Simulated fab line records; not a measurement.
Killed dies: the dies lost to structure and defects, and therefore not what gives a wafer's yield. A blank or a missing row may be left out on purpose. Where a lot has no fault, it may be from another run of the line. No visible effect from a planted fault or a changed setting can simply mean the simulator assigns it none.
fab line records / flow n5_finfet
record: lots: 7 wafers: 39
route steps=1938 shown FIN_SAQP@138 FIN_CUT@173 DUMMY_GATE@246 SPACER0@260 MOL_CONTACT_COAG@588 BEOL_M4@1111
start_h: hours from the record's first day to the start of the lot's first wafer shown / wait_h: how many hours have passed since the lot's step before this one / " same as the row above / L1.1+2: a row that stands for several wafers / - no value present, or no start provided / * or withheld: withheld / < > ~ a bound
route shown NAME@n: a module of which the file shows steps, and the number in the route of the first / usual: the fault-free wafers' mean and standard deviation / same: alike in all rows / chamber/n: place in a boat / sites: each site's reading / _std_site: standard deviation of those values / _edge_site: the outer-site mean with the inner-site mean subtracted / radius_mm: how far each site lies from the wafer's centre / mask NAME#n: copy n / behind: the last tool/chamber to shape the wafer / hold: why the lot was held/for how many hours/how that ended / device: the transistor (n, p or np) that didn't switch / end of line: the same wafers' tests at the end of the route / for a step that has no rows: nothing shown but its recipe / killed: dies lost to structure and defects at the first sort, not the wafer's yield / map: dies across one wafer; x = killed, . = not, _ = none there
set.NAME: the setting that was run; set.NAME@STEP: the one run at that earlier step / model.NAME: the simulator's own value behind a step, which no gauge read
one table per step and one row per wafer, for lots whose settings were changed on purpose
== steps ==
step: N5_FIN_SAQP_SPACER2_ALD_28
recipe: material: SiO2 target_thk_a: 81 temp_c: 300 ald_precursor_family: BDEAS ald_co_reactant: O2-plasma pulse_time_s: 1 purge_time_s: 2 co_reactant_purge_time_s: 2 pressure_torr: 2
step: N5_FIN_CUT_CUT_ETCH_26
recipe: chemistry: CH3F/O2 target: SiNx target_depth_a: 390 mask_material: SOC time_s: 55.7 pressure_mtorr: 30 source_w: 395 bias_w: 73 Ar_flow_sccm: 150 CH3F_flow_sccm: 30 O2_flow_sccm: 20 ion_energy_ev: 120
step: N5_DUMMY_GATE_ETCH_32
recipe: chemistry: CF4 target: SiO2 target_depth_a: 35 time_s: 3.9 ion_energy_ev: 350 pressure_mtorr: 10 icp_w: 800 bias_w: 400 cf4_flow_sccm: 80
step: N5_DUMMY_GATE_ETCH_44
recipe: chemistry: HBr/O2 over_etch_frac: 0.7 target_depth_a: 1275 stop_on: SiO2 ion_energy_ev: 60 bias_w: 20 target: poly-Si mask_material: SiO2 pressure_mtorr: 20 icp_w: 400 HBr_flow_sccm: 120 O2_flow_sccm: 10
step: N5_SPACER0_ALD_08
recipe: material: SiNx target_thk_a: 20 temp_c: 400 ald_precursor_family: SiH2I2 ald_co_reactant: N2/H2-plasma pressure_torr: 2
step: N5_MOL_CONTACT_COAG_ETCH_47
recipe: chemistry: CH3F/O2 target: SiNx target_depth_a: 270 mask_material: SiO2 stop_on: W over_etch_frac: 0.2 ion_energy_ev: 120 endpoint: OES-CN pressure_mtorr: 30 source_w: 395 bias_w: 73 Ar_flow_sccm: 150 CH3F_flow_sccm: 30 O2_flow_sccm: 20 ends: end_point
step: N5_MOL_CONTACT_COAG_ETCH_124
recipe: chemistry: CH3F/O2 target: SiNx target_depth_a: 65 mask_material: SOC stop_on: SiOC over_etch_frac: 0.3 ion_energy_ev: 120 pressure_mtorr: 30 source_w: 395 bias_w: 73 Ar_flow_sccm: 150 CH3F_flow_sccm: 30 O2_flow_sccm: 20 ends: end_point
step: N5_BEOL_M4_RC_MEAS_101
usual: DIBL_P: 36.7/2.1 ION_N: 674/12 VT_N: 249/3.1 VT_N_LVT: 98/3.1
lot.wafer=L075.1 tool=prober-02 chamber=0 start_h=192.00 wait_h=0.0 set.target_thk_a@FIN_SAQP_SPACER2_ALD_28=85.9 set.target_depth_a@FIN_CUT_CUT_ETCH_26=390 set.time_s@DUMMY_GATE_ETCH_32=3.9 set.target_depth_a@DUMMY_GATE_ETCH_44=1275 set.target_thk_a@SPACER0_ALD_08=20 set.over_etch_frac@MOL_CONTACT_COAG_ETCH_47=0.1959 set.target_depth_a@MOL_CONTACT_COAG_ETCH_124=59.19 DIBL_P[mV/V]=43.1 ION_N[uA/um]=696 VT_N[mV]=239 VT_N_LVT[mV]=86
lot.wafer=L075.2 tool=prober-02 chamber=0 start_h=192.00 wait_h=0.0 set.target_thk_a@FIN_SAQP_SPACER2_ALD_28=81 set.target_depth_a@FIN_CUT_CUT_ETCH_26=407.5 set.time_s@DUMMY_GATE_ETCH_32=3.9 set.target_depth_a@DUMMY_GATE_ETCH_44=1275 set.target_thk_a@SPACER0_ALD_08=20 set.over_etch_frac@MOL_CONTACT_COAG_ETCH_47=0.2 set.target_depth_a@MOL_CONTACT_COAG_ETCH_124=59.19 DIBL_P[mV/V]=36.1 ION_N[uA/um]=673 VT_N[mV]=251 VT_N_LVT[mV]=96
lot.wafer=L075.3 tool=prober-02 chamber=0 start_h=192.00 wait_h=0.0 set.target_thk_a@FIN_SAQP_SPACER2_ALD_28=85.9 set.target_depth_a@FIN_CUT_CUT_ETCH_26=390 set.time_s@DUMMY_GATE_ETCH_32=3.9 set.target_depth_a@DUMMY_GATE_ETCH_44=1351 set.target_thk_a@SPACER0_ALD_08=20 set.over_etch_frac@MOL_CONTACT_COAG_ETCH_47=0.2 set.target_depth_a@MOL_CONTACT_COAG_ETCH_124=59.19 DIBL_P[mV/V]=41.8 ION_N[uA/um]=698 VT_N[mV]=243 VT_N_LVT[mV]=85
lot.wafer=L075.4 tool=prober-02 chamber=0 start_h=192.00 wait_h=0.0 set.target_thk_a@FIN_SAQP_SPACER2_ALD_28=81 set.target_depth_a@FIN_CUT_CUT_ETCH_26=407.5 set.time_s@DUMMY_GATE_ETCH_32=3.9 set.target_depth_a@DUMMY_GATE_ETCH_44=1275 set.target_thk_a@SPACER0_ALD_08=20 set.over_etch_frac@MOL_CONTACT_COAG_ETCH_47=0.1959 set.target_depth_a@MOL_CONTACT_COAG_ETCH_124=65 DIBL_P[mV/V]=35.6 ION_N[uA/um]=666 VT_N[mV]=250 VT_N_LVT[mV]=95
lot.wafer=L075.5 tool=prober-02 chamber=0 start_h=192.00 wait_h=0.0 set.target_thk_a@FIN_SAQP_SPACER2_ALD_28=85.9 set.target_depth_a@FIN_CUT_CUT_ETCH_26=407.5 set.time_s@DUMMY_GATE_ETCH_32=3.9 set.target_depth_a@DUMMY_GATE_ETCH_44=1351 set.target_thk_a@SPACER0_ALD_08=20 set.over_etch_frac@MOL_CONTACT_COAG_ETCH_47=0.2 set.target_depth_a@MOL_CONTACT_COAG_ETCH_124=65 DIBL_P[mV/V]=42.8 ION_N[uA/um]=708 VT_N[mV]=239 VT_N_LVT[mV]=85
lot.wafer=L075.6 tool=prober-02 chamber=0 start_h=192.00 wait_h=0.0 set.target_thk_a@FIN_SAQP_SPACER2_ALD_28=81 set.target_depth_a@FIN_CUT_CUT_ETCH_26=390 set.time_s@DUMMY_GATE_ETCH_32=3.9 set.target_depth_a@DUMMY_GATE_ETCH_44=1351 set.target_thk_a@SPACER0_ALD_08=20 set.over_etch_frac@MOL_CONTACT_COAG_ETCH_47=0.1959 set.target_depth_a@MOL_CONTACT_COAG_ETCH_124=65 DIBL_P[mV/V]=36.0 ION_N[uA/um]=676 VT_N[mV]=250 VT_N_LVT[mV]=95
lot.wafer=L078.1 tool=prober-02 chamber=0 start_h=195.39 wait_h=0.0 set.target_thk_a@FIN_SAQP_SPACER2_ALD_28=73.75 set.target_depth_a@FIN_CUT_CUT_ETCH_26=390 set.time_s@DUMMY_GATE_ETCH_32=3.45 set.target_depth_a@DUMMY_GATE_ETCH_44=1275 set.target_thk_a@SPACER0_ALD_08=20 set.over_etch_frac@MOL_CONTACT_COAG_ETCH_47=0.2 set.target_depth_a@MOL_CONTACT_COAG_ETCH_124=65 DIBL_P[mV/V]=31.9 ION_N[uA/um]=629 VT_N[mV]=263 VT_N_LVT[mV]=109
lot.wafer=L078.2 tool=prober-02 chamber=0 start_h=195.39 wait_h=0.0 set.target_thk_a@FIN_SAQP_SPACER2_ALD_28=81 set.target_depth_a@FIN_CUT_CUT_ETCH_26=390 set.time_s@DUMMY_GATE_ETCH_32=3.9 set.target_depth_a@DUMMY_GATE_ETCH_44=1275 set.target_thk_a@SPACER0_ALD_08=20.81 set.over_etch_frac@MOL_CONTACT_COAG_ETCH_47=0.2 set.target_depth_a@MOL_CONTACT_COAG_ETCH_124=65 DIBL_P[mV/V]=37.8 ION_N[uA/um]=665 VT_N[mV]=251 VT_N_LVT[mV]=96
lot.wafer=L078.3 tool=prober-02 chamber=0 start_h=195.39 wait_h=0.0 set.target_thk_a@FIN_SAQP_SPACER2_ALD_28=81 set.target_depth_a@FIN_CUT_CUT_ETCH_26=390 set.time_s@DUMMY_GATE_ETCH_32=3.45 set.target_depth_a@DUMMY_GATE_ETCH_44=1275 set.target_thk_a@SPACER0_ALD_08=20 set.over_etch_frac@MOL_CONTACT_COAG_ETCH_47=0.2 set.target_depth_a@MOL_CONTACT_COAG_ETCH_124=65 DIBL_P[mV/V]=36.6 ION_N[uA/um]=673 VT_N[mV]=253 VT_N_LVT[mV]=99
lot.wafer=L078.4 tool=prober-02 chamber=0 start_h=195.39 wait_h=0.0 set.target_thk_a@FIN_SAQP_SPACER2_ALD_28=73.75 set.target_depth_a@FIN_CUT_CUT_ETCH_26=438.3 set.time_s@DUMMY_GATE_ETCH_32=3.9 set.target_depth_a@DUMMY_GATE_ETCH_44=1275 set.target_thk_a@SPACER0_ALD_08=20.81 set.over_etch_frac@MOL_CONTACT_COAG_ETCH_47=0.2 set.target_depth_a@MOL_CONTACT_COAG_ETCH_124=65 DIBL_P[mV/V]=35.9 ION_N[uA/um]=653 VT_N[mV]=253 VT_N_LVT[mV]=101
lot.wafer=L078.5 tool=prober-02 chamber=0 start_h=195.39 wait_h=0.0 set.target_thk_a@FIN_SAQP_SPACER2_ALD_28=73.75 set.target_depth_a@FIN_CUT_CUT_ETCH_26=438.3 set.time_s@DUMMY_GATE_ETCH_32=3.9 set.target_depth_a@DUMMY_GATE_ETCH_44=1275 set.target_thk_a@SPACER0_ALD_08=20 set.over_etch_frac@MOL_CONTACT_COAG_ETCH_47=0.2 set.target_depth_a@MOL_CONTACT_COAG_ETCH_124=65 DIBL_P[mV/V]=32.2 ION_N[uA/um]=644 VT_N[mV]=261 VT_N_LVT[mV]=108
lot.wafer=L078.6 tool=prober-02 chamber=0 start_h=195.39 wait_h=0.0 set.target_thk_a@FIN_SAQP_SPACER2_ALD_28=81 set.target_depth_a@FIN_CUT_CUT_ETCH_26=438.3 set.time_s@DUMMY_GATE_ETCH_32=3.45 set.target_depth_a@DUMMY_GATE_ETCH_44=1275 set.target_thk_a@SPACER0_ALD_08=20.81 set.over_etch_frac@MOL_CONTACT_COAG_ETCH_47=0.2 set.target_depth_a@MOL_CONTACT_COAG_ETCH_124=65 DIBL_P[mV/V]=37.9 ION_N[uA/um]=671 VT_N[mV]=250 VT_N_LVT[mV]=97
lot.wafer=L079.1 tool=prober-02 chamber=0 start_h=197.33 wait_h=0.1 set.target_thk_a@FIN_SAQP_SPACER2_ALD_28=81 set.target_depth_a@FIN_CUT_CUT_ETCH_26=430.5 set.time_s@DUMMY_GATE_ETCH_32=3.333 set.target_depth_a@DUMMY_GATE_ETCH_44=1275 set.target_thk_a@SPACER0_ALD_08=20 set.over_etch_frac@MOL_CONTACT_COAG_ETCH_47=0.2 set.target_depth_a@MOL_CONTACT_COAG_ETCH_124=65 DIBL_P[mV/V]=39.4 ION_N[uA/um]=685 VT_N[mV]=247 VT_N_LVT[mV]=97
lot.wafer=L079.2 tool=prober-02 chamber=0 start_h=197.33 wait_h=0.1 set.target_thk_a@FIN_SAQP_SPACER2_ALD_28=90.68 set.target_depth_a@FIN_CUT_CUT_ETCH_26=430.5 set.time_s@DUMMY_GATE_ETCH_32=3.333 set.target_depth_a@DUMMY_GATE_ETCH_44=1393 set.target_thk_a@SPACER0_ALD_08=21.59 set.over_etch_frac@MOL_CONTACT_COAG_ETCH_47=0.2 set.target_depth_a@MOL_CONTACT_COAG_ETCH_124=65 DIBL_P[mV/V]=46.6 ION_N[uA/um]=714 VT_N[mV]=235 VT_N_LVT[mV]=85
lot.wafer=L079.3 tool=prober-02 chamber=0 start_h=197.33 wait_h=0.1 set.target_thk_a@FIN_SAQP_SPACER2_ALD_28=81 set.target_depth_a@FIN_CUT_CUT_ETCH_26=430.5 set.time_s@DUMMY_GATE_ETCH_32=3.9 set.target_depth_a@DUMMY_GATE_ETCH_44=1393 set.target_thk_a@SPACER0_ALD_08=20 set.over_etch_frac@MOL_CONTACT_COAG_ETCH_47=0.2 set.target_depth_a@MOL_CONTACT_COAG_ETCH_124=65 DIBL_P[mV/V]=40.5 ION_N[uA/um]=688 VT_N[mV]=244 VT_N_LVT[mV]=97
lot.wafer=L079.4 tool=prober-02 chamber=0 start_h=197.33 wait_h=0.1 set.target_thk_a@FIN_SAQP_SPACER2_ALD_28=90.68 set.target_depth_a@FIN_CUT_CUT_ETCH_26=390 set.time_s@DUMMY_GATE_ETCH_32=3.9 set.target_depth_a@DUMMY_GATE_ETCH_44=1275 set.target_thk_a@SPACER0_ALD_08=20 set.over_etch_frac@MOL_CONTACT_COAG_ETCH_47=0.2 set.target_depth_a@MOL_CONTACT_COAG_ETCH_124=65 DIBL_P[mV/V]=44.6 ION_N[uA/um]=716 VT_N[mV]=234 VT_N_LVT[mV]=85
lot.wafer=L079.5 tool=prober-02 chamber=0 start_h=197.33 wait_h=0.1 set.target_thk_a@FIN_SAQP_SPACER2_ALD_28=90.68 set.target_depth_a@FIN_CUT_CUT_ETCH_26=390 set.time_s@DUMMY_GATE_ETCH_32=3.333 set.target_depth_a@DUMMY_GATE_ETCH_44=1275 set.target_thk_a@SPACER0_ALD_08=21.59 set.over_etch_frac@MOL_CONTACT_COAG_ETCH_47=0.2 set.target_depth_a@MOL_CONTACT_COAG_ETCH_124=65 DIBL_P[mV/V]=47.2 ION_N[uA/um]=719 VT_N[mV]=234 VT_N_LVT[mV]=84
lot.wafer=L079.6 tool=prober-02 chamber=0 start_h=197.33 wait_h=0.1 set.target_thk_a@FIN_SAQP_SPACER2_ALD_28=81 set.target_depth_a@FIN_CUT_CUT_ETCH_26=390 set.time_s@DUMMY_GATE_ETCH_32=3.9 set.target_depth_a@DUMMY_GATE_ETCH_44=1393 set.target_thk_a@SPACER0_ALD_08=21.59 set.over_etch_frac@MOL_CONTACT_COAG_ETCH_47=0.2 set.target_depth_a@MOL_CONTACT_COAG_ETCH_124=65 DIBL_P[mV/V]=38.6 ION_N[uA/um]=664 VT_N[mV]=250 VT_N_LVT[mV]=100
lot.wafer=L081.1 tool=prober-01 chamber=0 start_h=200.16 wait_h=0.0 set.target_thk_a@FIN_SAQP_SPACER2_ALD_28=81 set.target_depth_a@FIN_CUT_CUT_ETCH_26=390 set.time_s@DUMMY_GATE_ETCH_32=3.9 set.target_depth_a@DUMMY_GATE_ETCH_44=1124 set.target_thk_a@SPACER0_ALD_08=17.86 set.over_etch_frac@MOL_CONTACT_COAG_ETCH_47=0.2059 set.target_depth_a@MOL_CONTACT_COAG_ETCH_124=65 DIBL_P[mV/V]=37.9 ION_N[uA/um]=693 VT_N[mV]=243 VT_N_LVT[mV]=95
lot.wafer=L081.2 tool=prober-01 chamber=0 start_h=200.16 wait_h=0.0 set.target_thk_a@FIN_SAQP_SPACER2_ALD_28=72.89 set.target_depth_a@FIN_CUT_CUT_ETCH_26=390 set.time_s@DUMMY_GATE_ETCH_32=4.815 set.target_depth_a@DUMMY_GATE_ETCH_44=1275 set.target_thk_a@SPACER0_ALD_08=20 set.over_etch_frac@MOL_CONTACT_COAG_ETCH_47=0.2 set.target_depth_a@MOL_CONTACT_COAG_ETCH_124=65 DIBL_P[mV/V]=28.7 ION_N[uA/um]=625 VT_N[mV]=262 VT_N_LVT[mV]=112
lot.wafer=L081.3 tool=prober-01 chamber=0 start_h=200.16 wait_h=0.0 set.target_thk_a@FIN_SAQP_SPACER2_ALD_28=72.89 set.target_depth_a@FIN_CUT_CUT_ETCH_26=390 set.time_s@DUMMY_GATE_ETCH_32=3.9 set.target_depth_a@DUMMY_GATE_ETCH_44=1275 set.target_thk_a@SPACER0_ALD_08=17.86 set.over_etch_frac@MOL_CONTACT_COAG_ETCH_47=0.2059 set.target_depth_a@MOL_CONTACT_COAG_ETCH_124=65 DIBL_P[mV/V]=32.1 ION_N[uA/um]=643 VT_N[mV]=257 VT_N_LVT[mV]=108
lot.wafer=L081.4 tool=prober-01 chamber=0 start_h=200.16 wait_h=0.0 set.target_thk_a@FIN_SAQP_SPACER2_ALD_28=81 set.target_depth_a@FIN_CUT_CUT_ETCH_26=390 set.time_s@DUMMY_GATE_ETCH_32=4.815 set.target_depth_a@DUMMY_GATE_ETCH_44=1124 set.target_thk_a@SPACER0_ALD_08=20 set.over_etch_frac@MOL_CONTACT_COAG_ETCH_47=0.2059 set.target_depth_a@MOL_CONTACT_COAG_ETCH_124=65 DIBL_P[mV/V]=38.1 ION_N[uA/um]=676 VT_N[mV]=248 VT_N_LVT[mV]=99
lot.wafer=L081.5 tool=prober-01 chamber=0 start_h=200.16 wait_h=0.0 set.target_thk_a@FIN_SAQP_SPACER2_ALD_28=72.89 set.target_depth_a@FIN_CUT_CUT_ETCH_26=390 set.time_s@DUMMY_GATE_ETCH_32=4.815 set.target_depth_a@DUMMY_GATE_ETCH_44=1124 set.target_thk_a@SPACER0_ALD_08=17.86 set.over_etch_frac@MOL_CONTACT_COAG_ETCH_47=0.2 set.target_depth_a@MOL_CONTACT_COAG_ETCH_124=65 DIBL_P[mV/V]=31.7 ION_N[uA/um]=645 VT_N[mV]=258 VT_N_LVT[mV]=109
lot.wafer=L081.6 tool=prober-01 chamber=0 start_h=200.16 wait_h=0.0 set.target_thk_a@FIN_SAQP_SPACER2_ALD_28=81 set.target_depth_a@FIN_CUT_CUT_ETCH_26=390 set.time_s@DUMMY_GATE_ETCH_32=3.9 set.target_depth_a@DUMMY_GATE_ETCH_44=1275 set.target_thk_a@SPACER0_ALD_08=20 set.over_etch_frac@MOL_CONTACT_COAG_ETCH_47=0.2 set.target_depth_a@MOL_CONTACT_COAG_ETCH_124=65 DIBL_P[mV/V]=37.5 ION_N[uA/um]=676 VT_N[mV]=250 VT_N_LVT[mV]=100
lot.wafer=L085.1 tool=prober-01 chamber=0 start_h=231.77 wait_h=0.0 set.target_thk_a@FIN_SAQP_SPACER2_ALD_28=81 set.target_depth_a@FIN_CUT_CUT_ETCH_26=390 set.time_s@DUMMY_GATE_ETCH_32=2.965 set.target_depth_a@DUMMY_GATE_ETCH_44=1275 set.target_thk_a@SPACER0_ALD_08=20 set.over_etch_frac@MOL_CONTACT_COAG_ETCH_47=0.2 set.target_depth_a@MOL_CONTACT_COAG_ETCH_124=71.78 DIBL_P[mV/V]=37.1 ION_N[uA/um]=686 VT_N[mV]=247 VT_N_LVT[mV]=96
lot.wafer=L085.2 tool=prober-01 chamber=0 start_h=231.77 wait_h=0.0 set.target_thk_a@FIN_SAQP_SPACER2_ALD_28=75.61 set.target_depth_a@FIN_CUT_CUT_ETCH_26=415.6 set.time_s@DUMMY_GATE_ETCH_32=3.9 set.target_depth_a@DUMMY_GATE_ETCH_44=1150 set.target_thk_a@SPACER0_ALD_08=20 set.over_etch_frac@MOL_CONTACT_COAG_ETCH_47=0.1871 set.target_depth_a@MOL_CONTACT_COAG_ETCH_124=71.78 DIBL_P[mV/V]=30.7 ION_N[uA/um]=642 VT_N[mV]=258 VT_N_LVT[mV]=109
lot.wafer=L085.3 tool=prober-01 chamber=0 start_h=231.77 wait_h=0.0 set.target_thk_a@FIN_SAQP_SPACER2_ALD_28=75.61 set.target_depth_a@FIN_CUT_CUT_ETCH_26=390 set.time_s@DUMMY_GATE_ETCH_32=2.965 set.target_depth_a@DUMMY_GATE_ETCH_44=1150 set.target_thk_a@SPACER0_ALD_08=17.92 set.over_etch_frac@MOL_CONTACT_COAG_ETCH_47=0.1871 set.target_depth_a@MOL_CONTACT_COAG_ETCH_124=65 DIBL_P[mV/V]=31.8 ION_N[uA/um]=653 VT_N[mV]=258 VT_N_LVT[mV]=105
lot.wafer=L085.4 tool=prober-01 chamber=0 start_h=231.77 wait_h=0.0 set.target_thk_a@FIN_SAQP_SPACER2_ALD_28=75.61 set.target_depth_a@FIN_CUT_CUT_ETCH_26=390 set.time_s@DUMMY_GATE_ETCH_32=3.9 set.target_depth_a@DUMMY_GATE_ETCH_44=1275 set.target_thk_a@SPACER0_ALD_08=20 set.over_etch_frac@MOL_CONTACT_COAG_ETCH_47=0.2 set.target_depth_a@MOL_CONTACT_COAG_ETCH_124=65 DIBL_P[mV/V]=29.3 ION_N[uA/um]=631 VT_N[mV]=261 VT_N_LVT[mV]=111
lot.wafer=L085.5 tool=prober-01 chamber=0 start_h=231.77 wait_h=0.0 set.target_thk_a@FIN_SAQP_SPACER2_ALD_28=81 set.target_depth_a@FIN_CUT_CUT_ETCH_26=415.6 set.time_s@DUMMY_GATE_ETCH_32=3.9 set.target_depth_a@DUMMY_GATE_ETCH_44=1275 set.target_thk_a@SPACER0_ALD_08=17.92 set.over_etch_frac@MOL_CONTACT_COAG_ETCH_47=0.1871 set.target_depth_a@MOL_CONTACT_COAG_ETCH_124=71.78 DIBL_P[mV/V]=34.9 ION_N[uA/um]=681 VT_N[mV]=249 VT_N_LVT[mV]=99
lot.wafer=L085.6 tool=prober-01 chamber=0 start_h=231.77 wait_h=0.0 set.target_thk_a@FIN_SAQP_SPACER2_ALD_28=81 set.target_depth_a@FIN_CUT_CUT_ETCH_26=415.6 set.time_s@DUMMY_GATE_ETCH_32=2.965 set.target_depth_a@DUMMY_GATE_ETCH_44=1150 set.target_thk_a@SPACER0_ALD_08=17.92 set.over_etch_frac@MOL_CONTACT_COAG_ETCH_47=0.2 set.target_depth_a@MOL_CONTACT_COAG_ETCH_124=65 DIBL_P[mV/V]=35.2 ION_N[uA/um]=672 VT_N[mV]=250 VT_N_LVT[mV]=99
lot.wafer=L087.1 tool=prober-02 chamber=0 start_h=249.66 wait_h=0.0 set.target_thk_a@FIN_SAQP_SPACER2_ALD_28=81 set.target_depth_a@FIN_CUT_CUT_ETCH_26=390 set.time_s@DUMMY_GATE_ETCH_32=3.9 set.target_depth_a@DUMMY_GATE_ETCH_44=1275 set.target_thk_a@SPACER0_ALD_08=20 set.over_etch_frac@MOL_CONTACT_COAG_ETCH_47=0.2 set.target_depth_a@MOL_CONTACT_COAG_ETCH_124=65 DIBL_P[mV/V]=35.1 ION_N[uA/um]=673 VT_N[mV]=251 VT_N_LVT[mV]=100
lot.wafer=L087.2 tool=prober-02 chamber=0 start_h=249.66 wait_h=0.0 set.target_thk_a@FIN_SAQP_SPACER2_ALD_28=81 set.target_depth_a@FIN_CUT_CUT_ETCH_26=390 set.time_s@DUMMY_GATE_ETCH_32=3.9 set.target_depth_a@DUMMY_GATE_ETCH_44=1275 set.target_thk_a@SPACER0_ALD_08=20 set.over_etch_frac@MOL_CONTACT_COAG_ETCH_47=0.2 set.target_depth_a@MOL_CONTACT_COAG_ETCH_124=65 DIBL_P[mV/V]=34.9 ION_N[uA/um]=672 VT_N[mV]=253 VT_N_LVT[mV]=101
lot.wafer=L087.3 tool=prober-02 chamber=0 start_h=249.66 wait_h=0.0 set.target_thk_a@FIN_SAQP_SPACER2_ALD_28=81 set.target_depth_a@FIN_CUT_CUT_ETCH_26=390 set.time_s@DUMMY_GATE_ETCH_32=3.9 set.target_depth_a@DUMMY_GATE_ETCH_44=1275 set.target_thk_a@SPACER0_ALD_08=20 set.over_etch_frac@MOL_CONTACT_COAG_ETCH_47=0.2 set.target_depth_a@MOL_CONTACT_COAG_ETCH_124=65 DIBL_P[mV/V]=36.2 ION_N[uA/um]=676 VT_N[mV]=249 VT_N_LVT[mV]=98
lot.wafer=L090.1 tool=prober-01 chamber=0 start_h=252.85 wait_h=0.0 set.target_thk_a@FIN_SAQP_SPACER2_ALD_28=73.51 set.target_depth_a@FIN_CUT_CUT_ETCH_26=390 set.time_s@DUMMY_GATE_ETCH_32=3.461 set.target_depth_a@DUMMY_GATE_ETCH_44=1275 set.target_thk_a@SPACER0_ALD_08=20 set.over_etch_frac@MOL_CONTACT_COAG_ETCH_47=0.2 set.target_depth_a@MOL_CONTACT_COAG_ETCH_124=65 DIBL_P[mV/V]=31.2 ION_N[uA/um]=641 VT_N[mV]=261 VT_N_LVT[mV]=109
lot.wafer=L090.2 tool=prober-01 chamber=0 start_h=252.85 wait_h=0.0 set.target_thk_a@FIN_SAQP_SPACER2_ALD_28=81 set.target_depth_a@FIN_CUT_CUT_ETCH_26=390 set.time_s@DUMMY_GATE_ETCH_32=3.461 set.target_depth_a@DUMMY_GATE_ETCH_44=1275 set.target_thk_a@SPACER0_ALD_08=20 set.over_etch_frac@MOL_CONTACT_COAG_ETCH_47=0.2 set.target_depth_a@MOL_CONTACT_COAG_ETCH_124=65 DIBL_P[mV/V]=36.8 ION_N[uA/um]=664 VT_N[mV]=251 VT_N_LVT[mV]=102
lot.wafer=L090.3 tool=prober-01 chamber=0 start_h=252.85 wait_h=0.0 set.target_thk_a@FIN_SAQP_SPACER2_ALD_28=73.51 set.target_depth_a@FIN_CUT_CUT_ETCH_26=390 set.time_s@DUMMY_GATE_ETCH_32=3.9 set.target_depth_a@DUMMY_GATE_ETCH_44=1275 set.target_thk_a@SPACER0_ALD_08=20 set.over_etch_frac@MOL_CONTACT_COAG_ETCH_47=0.2 set.target_depth_a@MOL_CONTACT_COAG_ETCH_124=65 DIBL_P[mV/V]=30.6 ION_N[uA/um]=636 VT_N[mV]=259 VT_N_LVT[mV]=108
lot.wafer=L090.4 tool=prober-01 chamber=0 start_h=252.85 wait_h=0.0 set.target_thk_a@FIN_SAQP_SPACER2_ALD_28=81 set.target_depth_a@FIN_CUT_CUT_ETCH_26=350.1 set.time_s@DUMMY_GATE_ETCH_32=3.9 set.target_depth_a@DUMMY_GATE_ETCH_44=1275 set.target_thk_a@SPACER0_ALD_08=20 set.over_etch_frac@MOL_CONTACT_COAG_ETCH_47=0.2 set.target_depth_a@MOL_CONTACT_COAG_ETCH_124=65 DIBL_P[mV/V]=36.5 ION_N[uA/um]=660 VT_N[mV]=252 VT_N_LVT[mV]=100
lot.wafer=L090.5 tool=prober-01 chamber=0 start_h=252.85 wait_h=0.0 set.target_thk_a@FIN_SAQP_SPACER2_ALD_28=81 set.target_depth_a@FIN_CUT_CUT_ETCH_26=350.1 set.time_s@DUMMY_GATE_ETCH_32=3.461 set.target_depth_a@DUMMY_GATE_ETCH_44=1275 set.target_thk_a@SPACER0_ALD_08=20 set.over_etch_frac@MOL_CONTACT_COAG_ETCH_47=0.2 set.target_depth_a@MOL_CONTACT_COAG_ETCH_124=65 DIBL_P[mV/V]=34.1 ION_N[uA/um]=652 VT_N[mV]=254 VT_N_LVT[mV]=104
lot.wafer=L090.6 tool=prober-01 chamber=0 start_h=252.85 wait_h=0.0 set.target_thk_a@FIN_SAQP_SPACER2_ALD_28=73.51 set.target_depth_a@FIN_CUT_CUT_ETCH_26=350.1 set.time_s@DUMMY_GATE_ETCH_32=3.9 set.target_depth_a@DUMMY_GATE_ETCH_44=1275 set.target_thk_a@SPACER0_ALD_08=20 set.over_etch_frac@MOL_CONTACT_COAG_ETCH_47=0.2 set.target_depth_a@MOL_CONTACT_COAG_ETCH_124=65 DIBL_P[mV/V]=32.2 ION_N[uA/um]=649 VT_N[mV]=259 VT_N_LVT[mV]=109
== key ==
split: step: N5_FIN_SAQP_SPACER2_ALD_28 setting: target_thk_a stated_as: 81
response: step: N5_BEOL_M4_RC_MEAS_101 reading: VT_N_LVT slope: -1.11 per: 1% together_with: all explained: 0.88
response: step: N5_BEOL_M4_RC_MEAS_101 reading: VT_N slope: -1.13 per: 1% together_with: all explained: 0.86
response: step: N5_BEOL_M4_RC_MEAS_101 reading: ION_N slope: +3.56 per: 1% together_with: all explained: 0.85
response: step: N5_BEOL_M4_RC_MEAS_101 reading: DIBL_P slope: +0.612 per: 1% together_with: all explained: 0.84
split: step: N5_FIN_CUT_CUT_ETCH_26 setting: target_depth_a stated_as: 390
response none clear
split: step: N5_DUMMY_GATE_ETCH_32 setting: time_s stated_as: 3.9
response none clear
split: step: N5_DUMMY_GATE_ETCH_44 setting: target_depth_a stated_as: 1275
response none clear
split: step: N5_SPACER0_ALD_08 setting: target_thk_a stated_as: 20
response none clear
split: step: N5_MOL_CONTACT_COAG_ETCH_47 setting: over_etch_frac stated_as: 0.2
response none clear
split: step: N5_MOL_CONTACT_COAG_ETCH_124 setting: target_depth_a stated_as: 65
response none clear
